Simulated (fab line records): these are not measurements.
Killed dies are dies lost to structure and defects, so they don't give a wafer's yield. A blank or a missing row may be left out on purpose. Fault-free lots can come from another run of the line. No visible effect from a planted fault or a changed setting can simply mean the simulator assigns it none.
fab line records ; flow n5_finfet
record lots=5; wafers=12; last_day=17
route steps=1938 shown GATE_CUT@465 BEOL_M4@1111
lots untouched by any fault: they come from a run of this same line in which no faults occurred
start_h: hours from the record's opening day to when the first of the lot's shown wafers began ; wait_h: hours elapsed since this lot's preceding step ; " as in the row above ; L1.1+2: a row that stands for several wafers ; - no value present, or no start provided ; * or withheld: withheld ; < > ~ a bound
route shown NAME@n: a module of which the file shows steps, and the number in the route of the first ; usual: mean/standard deviation of fault-free wafers ; same: alike in all rows ; chamber/n: place in a boat ; sites: per-site readings ; _std_site: how widely they spread, as a standard deviation ; _edge_site: mean of outer sites minus mean of inner sites ; radius_mm: how far each site lies from the wafer's centre ; mask NAME#n: copy n ; behind: the tool/chamber that last shaped the wafer ; hold: the reason the lot was held/the length of the hold in hours/how it ended ; device: which transistor (n, p or np) failed to switch ; end of line: the same wafers' tests at the end of the route ; a step given without rows: its recipe and nothing more ; killed: at the first sort, the dies lost to defects and structure; wafer yield is something else ; map: per-die view of a wafer (x killed, . not killed, _ where there is no die)
set.NAME: the run value of the setting; set.NAME@STEP: its run value at that earlier step ; model.NAME: the simulator's own value behind a step, which no gauge read
a table for each step, a row for each wafer; lots at some steps of the route
services: from which hour (start_h, from the record's first day; less than 0 if before it) a tool's chamber was out of use, for how many hours, and why
## steps
# step N5_GATE_CUT_ETCHBACK_00
# recipe chemistry=SF6/Cl2; target=W; pressure_mtorr=8; icp_w=900; bias_w=80; SF6_flow_sccm=40; Cl2_flow_sccm=60
# step N5_GATE_CUT_ETCH_56
# recipe chemistry=Cl2/Ar; target=TiN; target_depth_a=216; pressure_mtorr=10; icp_w=600; bias_w=60; Cl2_flow_sccm=40; Ar_flow_sccm=60
# step N5_GATE_CUT_ETCHBACK_30
# recipe chemistry=Cl2/Ar; target=TiN; target_depth_a=30; mode=isotropic; pressure_mtorr=10; icp_w=600; bias_w=60; Cl2_flow_sccm=40; Ar_flow_sccm=60
# step N5_GATE_CUT_VAPOR_ETCH_60
# recipe chemistry=BCl3/Cl2; target=HfO2; mode=isotropic
# step N5_GATE_CUT_ETCH_58
# recipe chemistry=CH3F/O2; target=SiNx; target_depth_a=170; time_s=128.6; ion_energy_ev=50; pressure_mtorr=30; source_w=415; bias_w=21; Ar_flow_sccm=150; CH3F_flow_sccm=30; O2_flow_sccm=20
# step N5_GATE_CUT_STRIP_59
# recipe chemistry=N2/H2; time_s=20; power_w=100; temp_c=40; pressure_mtorr=100; rf_frequency_hz=6e+07; bias_power_w=3; n2_flow_sccm=300; h2_flow_sccm=300
# step N5_GATE_CUT_PRECLEAN_31
# recipe temp_c=23; chemistry=DIW; time_s=300
# step N5_GATE_CUT_SRD_32
# recipe time_s=30; temp_c=23; rinse_liquid=diw; dry=ipa_marangoni
# step N5_GATE_CUT_SAC_CAP_01
# recipe material=SiNx; target_thk_a=240; temp_c=400; ald_precursor_family=SiH2I2; ald_co_reactant=N2/H2-plasma; pulse_time_s=1; ald_cycles=480; purge_time_s=2; co_reactant_purge_time_s=2; pressure_torr=2
# step N5_GATE_CUT_PECVD_57
# recipe material=SiNx; target_thk_a=210; temp_c=400; precursor=SiH4/NH3/N2; pressure_torr=1.5; rf_w=300
# step N5_GATE_CUT_CMP_02
# recipe stop_on=SiO2; t_overpolish_s=12.7; post_cmp_clean=alkaline_brush; down_force_psi=2.5; platen_rpm=51.8; pad_velocity_m_s=1.0307; target_thk_nm=0
# step N5_GATE_CUT_HM_DEP_46
# recipe material=SiO2; target_thk_a=1300; temp_c=400; precursor=TEOS/O2; pressure_torr=6.5; rf_w=900; teos_flow_sccm=161.4; gas=O2; flow_sccm=2650; time_s=26.6
# usual heater_power_w=546/79; showerhead_plenum_p_Torr=8.35/0.039; throttle_valve_pct=18.4/0.8
lot.wafer;tool;chamber;start_h;wait_h;heater_power_w;showerhead_plenum_p_Torr;throttle_valve_pct;model.SiO2_of_GATE_CUT_HM_DEP_46.thk_nm
L695.1;pecvd-02;0;100.20;0.0;563;8.40;18.5;128.2
L695.2;pecvd-02;1;100.20;0.0;603;8.33;18.0;129.6
L695.3;pecvd-02;2;100.20;0.0;600;8.33;17.0;130
L708.2;pecvd-02;1;176.91;0.0;533;8.34;18.0;129.6
L708.3;pecvd-02;1;176.91;0.0;544;8.33;18.2;146
L712.2;pecvd-02;2;197.01;0.0;660;8.33;17.2;125.8
L712.3;pecvd-02;0;197.01;0.0;659;8.42;18.9;142.6
L713.3;pecvd-02;1;202.64;0.0;573;8.33;18.3;139.8
L713.6;pecvd-02;0;202.64;0.0;681;8.41;18.5;129.6
L716.1;pecvd-03;0;223.03;0.0;517;8.40;18.0;130
L716.2;pecvd-03;1;223.03;0.0;580;8.35;18.4;130.2
L716.5;pecvd-03;2;223.03;0.0;412;8.33;18.6;132.2
# step N5_GATE_CUT_COAT_34
# recipe resist=SOC; temp_c=250; time_s=60; spin_rpm=1500; resist_thk_nm=60
# step N5_GATE_CUT_COAT_35
# recipe resist=SiARC; temp_c=220; time_s=60; spin_rpm=1500; resist_thk_nm=10
# step N5_GATE_CUT_COAT_27
# recipe resist=underlayer; temp_c=205; time_s=60; spin_rpm=1500; resist_thk_nm=10
# step N5_GATE_CUT_COAT_07
# recipe resist=CAR-EUV; spin_rpm=1500; resist_thk_nm=30
# step N5_GATE_CUT_EBR_09
# recipe solvent=PGMEA; ebr_width_mm=1.5
# step N5_GATE_CUT_SOFTBAKE_08
# recipe temp_c=110; time_s=60; resist=CAR-EUV
# step N5_GATE_CUT_EXPOSE_10
# recipe mask_id=GATE_CUT; na=0.33; source_shape=annular; sigma_inner=0.35; sigma_outer=0.8; polarization=unpolarized; target_cd_nm=20; dose_mj=43.25
# step N5_GATE_CUT_PEB_11
# recipe peb_temp_c=100; peb_time_s=60; resist=CAR-EUV
# step N5_GATE_CUT_DEVELOP_12
# recipe develop_time_s=30; developer=TMAH; resist=CAR-EUV; rinse_liquid=surfactant_rinse; dry=air_spin; dev_temp_c=23
# step N5_GATE_CUT_DESCUM_18
# recipe chemistry=O2; time_s=7; source_power_w=50; bias_power_w=20; pressure_mtorr=20; rf_frequency_hz=2.712e+07; temp_c=40; resist=CAR-EUV; o2_flow_sccm=225
# step N5_GATE_CUT_ETCH_28
# recipe chemistry=N2/H2; target=underlayer; target_depth_a=130; mask_material=CAR-EUV; time_s=10.4; ion_energy_ev=200; pressure_mtorr=30; source_w=840; bias_w=150; n2_flow_sccm=200; h2_flow_sccm=200; ends=cleared
# step N5_GATE_CUT_ETCH_36
# recipe chemistry=CF4; target=SiARC; target_depth_a=130; mask_material=CAR-EUV; time_s=21.7; ion_energy_ev=80; pressure_mtorr=40; source_w=545; bias_w=36; Ar_flow_sccm=100; cf4_flow_sccm=100; ends=cleared
# step N5_GATE_CUT_ETCH_37
# recipe chemistry=N2/H2; target=SOC; target_depth_a=600; overetch_a=120; mask_material=SiARC; temp_c=40; time_s=90; ion_energy_ev=200; pressure_mtorr=30; source_w=840; bias_w=150; n2_flow_sccm=200; h2_flow_sccm=200
# step N5_GATE_CUT_STRIP_38
# recipe chemistry=N2/H2; temp_c=40; n2_flow_sccm=200; h2_flow_sccm=200; rf_frequency_hz=6e+07
# step N5_GATE_CUT_STRIP_39
# recipe chemistry=N2/H2; temp_c=40; n2_flow_sccm=200; h2_flow_sccm=200; rf_frequency_hz=6e+07
# step N5_GATE_CUT_HM_OPEN_40
# recipe chemistry=C4F6/O2; target=SiO2; mask_material=SiARC; target_depth_a=1390; time_s=85.1; ion_energy_ev=250; pressure_mtorr=30; source_w=345; bias_w=185; Ar_flow_sccm=300; C4F6_flow_sccm=10; O2_flow_sccm=10; ends=cleared
# usual drypump_motor_current_A=5.6/0.48; etch_rf_on_time_s=94.2/1.8; oes_o_777_au=0.76/0.07; oes_product_au=0.70/0.066; rf_vpp_V=665/6.8; showerhead_plenum_p_Torr=2.85/0.088; throttle_valve_pct=21.01/0.21
lot.wafer;tool;chamber;start_h;wait_h;drypump_motor_current_A;etch_rf_on_time_s;oes_o_777_au;oes_product_au;rf_hours_counter_h;rf_vpp_V;showerhead_plenum_p_Torr;throttle_valve_pct;model.etch.depth_nm;model.SOC_of_GATE_CUT_COAT_34.thk_nm
L695.1;rie_diel-05;1;100.91;0.0;5.6;92.1;0.72;0.64;226;664;2.70;21.29;128.2;33
L695.2;rie_diel-05;0;100.91;0.0;5.3;93.6;0.77;0.71;134;658;2.87;20.74;129.5;33
L695.3;rie_diel-05;2;100.91;0.0;6.0;94.0;0.69;0.64;213;664;2.82;21.21;130;33
L708.2;rie_diel-03;3;177.56;0.0;5.1;93.5;0.84;0.75;92;657;2.88;20.83;129.6;32.8
L708.3;rie_diel-03;1;177.56;0.0;5.2;107.6;0.70;0.64;201;662;2.95;20.98;145.9;29.6
L712.2;rie_diel-06;1;197.76;0.0;5.3;91.1;0.84;0.77;66;672;2.89;21.02;125.9;33.6
L712.3;rie_diel-06;0;197.76;0.0;5.5;102.9;0.76;0.68;156;654;2.74;21.20;142.6;30.4
L713.3;rie_diel-06;2;203.39;0.0;5.7;100.5;0.71;0.67;146;670;2.74;21.33;139.9;31.2
L713.6;rie_diel-06;0;203.39;0.0;5.5;93.3;0.75;0.68;-;654;2.74;21.21;129.6;33.2
L716.1;rie_diel-03;1;223.78;0.0;5.2;95.6;0.70;0.63;217;660;2.94;21.01;130;33
L716.2;rie_diel-03;2;223.78;0.0;4.8;94.0;0.93;0.84;10;663;2.81;20.47;130.2;32.8
L716.5;rie_diel-03;2;223.78;0.0;4.8;95.9;0.93;0.84;-;663;2.81;20.46;132.1;32.2
# step N5_GATE_CUT_STRIP_41
# recipe chemistry=CF4; resist=SiARC; power_w=300; bias_power_w=75; pressure_mtorr=50; cf4_flow_sccm=150; rf_frequency_hz=6e+07
# step N5_GATE_CUT_STRIP_42
# recipe chemistry=O2; power_w=400; temp_c=40; pressure_mtorr=30; rf_frequency_hz=6e+07; bias_power_w=0; overash_fraction=0.3; o2_flow_sccm=225
# step N5_GATE_CUT_ETCH_19
# recipe chemistry=CH3F/O2; target=SiNx; mask_material=SiO2; target_depth_a=537; time_s=76.7; pressure_mtorr=30; source_w=395; bias_w=73; Ar_flow_sccm=150; CH3F_flow_sccm=30; O2_flow_sccm=20; ion_energy_ev=120; ends=cleared
# step N5_GATE_CUT_CUT_ETCH_53
# recipe chemistry=SF6/Cl2; target=W; mask_material=SiO2; target_depth_a=792; pressure_mtorr=8; icp_w=900; bias_w=80; SF6_flow_sccm=40; Cl2_flow_sccm=60; ends=cleared
# step N5_GATE_CUT_CUT_ETCH_54
# recipe chemistry=Cl2/BCl3; target=TiN; mask_material=SiO2; target_depth_a=967; pressure_mtorr=10; icp_w=1000; bias_w=126; Cl2_flow_sccm=53.25; bcl3_flow_sccm=21.75; Ar_flow_sccm=25; ends=cleared
# step N5_GATE_CUT_CUT_ETCH_55
# recipe chemistry=BCl3; target=HfO2; mask_material=SiO2; target_depth_a=32; ion_energy_ev=30; pressure_mtorr=5; icp_w=450; bias_w=18; bcl3_flow_sccm=80
# step N5_GATE_CUT_ETCH_47
# recipe chemistry=Cl2/BCl3; target=SiO2; target_depth_a=100; pressure_mtorr=10; icp_w=1000; bias_w=126; Cl2_flow_sccm=53.25; bcl3_flow_sccm=21.75; Ar_flow_sccm=25
# step N5_GATE_CUT_VAPOR_ETCH_48
# recipe chemistry=BCl3/Cl2; target=TiN; mode=isotropic
# step N5_GATE_CUT_VAPOR_ETCH_49
# recipe chemistry=BCl3/Cl2; target=TiAlC; mode=isotropic
# step N5_GATE_CUT_VAPOR_ETCH_51
# recipe chemistry=BCl3/Cl2; target=HfO2; mode=isotropic
# step N5_GATE_CUT_THK_MEAS_24
# recipe reads=SiO2_of_GATE_CUT_HM_DEP_46+SiO2_flowable_of_ILD0_FCVD_FILL_01
# usual GC_FILL_THK=220.1/1.8
lot.wafer;tool;chamber;start_h;wait_h;GC_FILL_THK[nm]
L695.1;film_metro-02;-;103.37;-;217.4
L695.2;film_metro-02;-;103.37;-;218.4
L695.3;film_metro-02;-;103.37;-;219.5
L708.2;film_metro-02;-;180.02;-;219.2
L708.3;film_metro-02;-;180.02;-;236.1
L712.2;film_metro-01;-;200.22;-;216.3
L712.3;film_metro-01;-;200.22;-;232.1
L713.3;film_metro-01;-;206.11;-;229.5
L713.6;film_metro-01;-;206.11;-;220.1
L716.1;film_metro-02;-;226.24;-;218.3
L716.2;film_metro-02;-;226.24;-;219.8
L716.5;film_metro-02;-;226.24;-;220.3
# step N5_GATE_CUT_CMP_43
# recipe material=SiO2; post_cmp_clean=rinse_only
# usual edge_zone_pressure_frac=1.000/0.005; motor_current_A=12.7/1.2; slurry_filter_dp_kPa=13.49/0.14
lot.wafer;tool;chamber;start_h;wait_h;edge_zone_pressure_frac;motor_current_A;slurry_filter_dp_kPa;model.SiO2_of_GATE_CUT_HM_DEP_46.thk_nm
L695.2;cmp-01;1;103.40;0.0;0.998;12.1;13.54;5
L695.3;cmp-01;2;103.40;0.0;0.998;14.8;13.16;5
L695.1;cmp-01;0;103.40;0.0;0.992;13.2;13.64;5
L708.2;cmp-03;2;180.04;0.0;1.000;11.5;13.42;5
L708.3;cmp-03;1;180.04;0.0;1.000;12.8;13.62;5.8
L712.2;cmp-01;2;200.41;0.2;0.993;14.8;13.51;4.8
L712.3;cmp-01;3;200.41;0.2;0.996;11.7;13.51;5.6
L713.3;cmp-04;1;206.22;0.1;0.997;13.9;13.54;5.4
L713.6;cmp-04;0;206.22;0.1;1.005;12.7;13.24;5
L716.2;cmp-04;3;226.43;0.2;0.998;10.7;13.66;5
L716.1;cmp-04;0;226.43;0.2;0.998;12.4;13.50;5
L716.5;cmp-04;2;226.43;0.2;0.999;13.1;13.53;5
# step N5_BEOL_M4_RC_MEAS_101
# usual DIBL_N=36.4/1.5; DIBL_P=36.4/1.6; IOFF_N=0.164/0.025; IOFF_P=0.214/0.028; ION_N=675/9.9; ION_P=463/6.5; SS_N=71.5/0.5; SS_P=73.3/0.56; VT_N=249.2/2.7; VT_P=-250.1/2.8
lot.wafer;tool;chamber;start_h;wait_h;DIBL_N[mV/V];DIBL_P[mV/V];IOFF_N[nA/um];IOFF_P[nA/um];ION_N[uA/um];ION_P[uA/um];SS_N[mV/dec];SS_P[mV/dec];VT_N[mV];VT_P[mV]
L695.1;prober-02;0;179.97;0.0;35.0;35.7;0.154;0.199;675;463;71.0;73.1;251.4;-251.7
L695.2;prober-02;0;179.97;0.0;35.9;37.1;0.160;0.214;688;469;72.0;73.8;248.7;-252.6
L695.3;prober-02;0;179.97;0.0;37.1;38.7;0.195;0.251;693;474;72.9;73.8;248.7;-251.0
L708.2;prober-02;0;265.09;0.2;36.7;35.9;0.172;0.212;678;460;71.6;73.2;250.0;-252.2
L708.3;prober-02;0;265.09;0.2;35.6;34.0;0.149;0.185;679;466;71.0;72.5;251.9;-249.8
L712.2;prober-02;0;274.23;0.2;35.8;36.4;0.156;0.207;673;456;72.1;73.3;252.6;-249.4
L712.3;prober-02;0;274.23;0.2;33.8;34.4;0.123;0.179;664;460;70.4;72.7;252.2;-252.7
L713.3;prober-01;0;288.69;0.3;36.7;37.4;0.152;0.208;669;464;71.9;73.1;248.8;-250.3
L713.6;prober-01;0;288.69;0.3;35.5;35.8;0.135;0.190;659;454;71.6;72.4;253.0;-248.5
L716.1;prober-02;0;303.08;0.0;37.1;35.9;0.165;0.203;675;460;71.3;73.4;249.8;-249.2
L716.2;prober-02;0;303.08;0.0;38.6;37.3;0.201;0.237;685;466;71.6;74.3;247.9;-247.4
L716.5;prober-02;0;303.08;0.0;36.7;35.5;0.166;0.198;673;454;71.4;73.5;246.7;-250.3
## services
tool;chamber;start_h;hours;kind
pecvd-02;-;77.80;1.1;repair
cmp-04;-;77.94;1.9;repair
rie_diel-03;-;95.11;2.8;pm
pecvd-03;0;103.26;4.4;repair
pecvd-03;1;109.45;10.3;repair
cmp-01;-;122.32;0.2;repair
pecvd-02;1;130.79;14.1;repair
cmp-03;-;139.74;4.0;pm
cmp-04;-;147.90;5.3;pm
cmp-04;-;154.33;19.0;pm
pecvd-03;-;158.28;0.6;repair
rie_diel-06;3;158.92;1.5;repair
pecvd-02;0;159.04;18.5;repair
rie_diel-03;2;161.17;-;clean
rie_diel-03;2;161.17;-;consumable_replace:focus_ring
rie_diel-03;2;161.17;17.2;scheduled_down
rie_diel-03;2;161.17;17.2;vent_cycle
cmp-01;-;171.22;0.3;repair
cmp-04;-;191.17;5.9;repair
rie_diel-03;2;208.36;12.5;repair
cmp-04;-;214.02;4.0;pm
rie_diel-03;3;217.87;22.0;repair
cmp-04;-;218.02;-;consumable_replace:conditioner
cmp-04;-;218.02;-;consumable_replace:pad
## key
first_sign step=N5_GATE_CUT_HM_OPEN_40; reading=etch_rf_on_time_s; direction=up; sigmas=5.4; usual=*; struck=*
effect step=N5_GATE_CUT_THK_MEAS_24; reading=GC_FILL_THK; direction=up; sigmas=6.8; usual=220.1; struck=232.6
model_effect step=N5_GATE_CUT_HM_DEP_46; value=SiO2_of_GATE_CUT_HM_DEP_46.thk_nm; without=128.4; struck=142.8
model_effect step=N5_GATE_CUT_HM_OPEN_40; value=etch.depth_nm; without=128.4; struck=142.8
model_effect step=N5_GATE_CUT_CMP_43; value=SiO2_of_GATE_CUT_HM_DEP_46.thk_nm; without=4.933; struck=5.6
met_at N5_GATE_CUT_HM_DEP_46
struck_wafers L708.3,L712.3,L713.3
onset_between 100.20 176.91
fault kind=process_parameter_drift; tool=pecvd-02; chamber=-; onset_h=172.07; steps=N5_GATE_CUT_HM_DEP_46; channel=time_s; offset=*; shape=step; end_h=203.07; scope=struck_wafers_only; acts_in=*; stated=*
